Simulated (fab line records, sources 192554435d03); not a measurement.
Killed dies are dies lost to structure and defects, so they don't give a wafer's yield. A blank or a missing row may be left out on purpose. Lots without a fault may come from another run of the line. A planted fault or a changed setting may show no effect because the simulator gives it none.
Split-lot experiment | flow n5_finfet | 7 lots, 21 wafers read, on a route of 1938 steps

THE SPLIT
At N5_MOL_CONTACT_COAG_ALD_123 (deposits SiNx, target thk 5 nm, pulse time 1 s, purge time 2 s), the setting ald_cycles was moved away from the recipe's 100 on 8 of the 21 wafers read, by -13.0% to +12.0%. The other wafers ran this setting at the recipe's value.

The reading is taken at the split's own step.

THE READING
SiNx_of_MOL_CONTACT_COAG_ALD_123.thk_nm (the simulator's own value, which no gauge read), in nm, at N5_MOL_CONTACT_COAG_ALD_123 (deposits SiNx, target thk 5 nm, pulse time 1 s, purge time 2 s). The file gives no usual value for it.

wafer  | tool, chamber at the split | ald_cycles as run | against the recipe | SiNx_of_MOL_CONTACT_COAG_ALD_123.thk_nm, nm | against lot-mates on the recipe
L076.1 | ald_sin-04, 3              | 100               | recipe             | 5                                           | -
L076.2 | ald_sin-04, 1              | 106               | +6.0%              | 5.2                                         | +0.2
L076.5 | ald_sin-04, 3              | 106               | +6.0%              | 5.4                                         | +0.4
L078.1 | ald_sin-01, 1,3,1          | 100               | recipe             | 5                                           | -
L078.3 | ald_sin-01, 1,3,1          | 100               | recipe             | 5                                           | -
L078.6 | ald_sin-01, 1,3,1          | 100               | recipe             | 5                                           | -
L081.1 | ald_sin-04, 0,0,3          | 100               | recipe             | 5                                           | -
L081.4 | ald_sin-04, 0,0,3          | 100               | recipe             | 5                                           | -
L081.5 | ald_sin-04, 0,0,3          | 100               | recipe             | 5                                           | -
L086.1 | ald_sin-02, 1,3            | 87                | -13.0%             | 4.4                                         | -0.6
L086.6 | ald_sin-02, 1,3            | 87                | -13.0%             | 4.4                                         | -0.6
L086.3 | ald_sin-02, 0              | 100               | recipe             | 5                                           | -
L093.1 | ald_sin-01, 2              | 95                | -5.0%              | 4.8                                         | -0.2
L093.5 | ald_sin-01, 0,1            | 100               | recipe             | 5                                           | -
L093.6 | ald_sin-01, 0,1            | 100               | recipe             | 5                                           | -
L094.1 | ald_sin-04, 3              | 100               | recipe             | 5                                           | -
L094.2 | ald_sin-04, 0,3            | 112               | +12.0%             | 5.6                                         | +0.6
L094.6 | ald_sin-04, 0,3            | 112               | +12.0%             | 5.6                                         | +0.6
L095.2 | ald_sin-04, 3              | 87                | -13.0%             | 4.4                                         | -0.6
L095.3 | ald_sin-04, 3,1            | 100               | recipe             | 5                                           | -
L095.4 | ald_sin-04, 3,1            | 100               | recipe             | 5                                           | -
Where a row lists several chambers, the file gives one row for several wafers and doesn't say which wafer went through which chamber.

THE FIT
A straight line over all 21 wafers: SiNx_of_MOL_CONTACT_COAG_ALD_123.thk_nm changes by +0.0476 nm for each +1% of ald_cycles; r = +0.99; the points scatter about the line by 0.035 nm.
The same after taking each lot's own level away (the mean of its wafers on the recipe; 21 wafers): +0.0476 nm for each +1%; r = +0.99; scatter 0.035 nm.
On that fit, the largest move of ald_cycles shifts the reading by 0.62 nm.
The lots' own levels span 5.00 to 5.00 nm.
So the lot-to-lot level changes the slope little: the two slopes agree.
Check: with one of the wafers moved furthest among these (-13.0%) left out of the fit, the line predicts -0.613 nm for it against its lot-mates. It came out at -0.6 nm against them.

OTHER SPLITS ON THESE WAFERS
These wafers also went through other splits before the reading. Each is held against what the fit with the lots' levels taken away leaves over:
other split on the same wafers               | wafers away from the commonest value | r with SiNx_of_MOL_CONTACT_COAG_ALD_123.thk_nm (lot level and that fit taken away)
N5_GATE_CUT_EXPOSE_10 dose_mj                | 7                                    | -0.01
N5_MOL_CONTACT_COAG_CONTACT_ETCH_14 source_w | 12                                   | +0.20

THE FILE'S OWN FIT
SiNx_of_MOL_CONTACT_COAG_ALD_123.thk_nm changes by +0.0471 nm for each +1% of ald_cycles, r = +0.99.
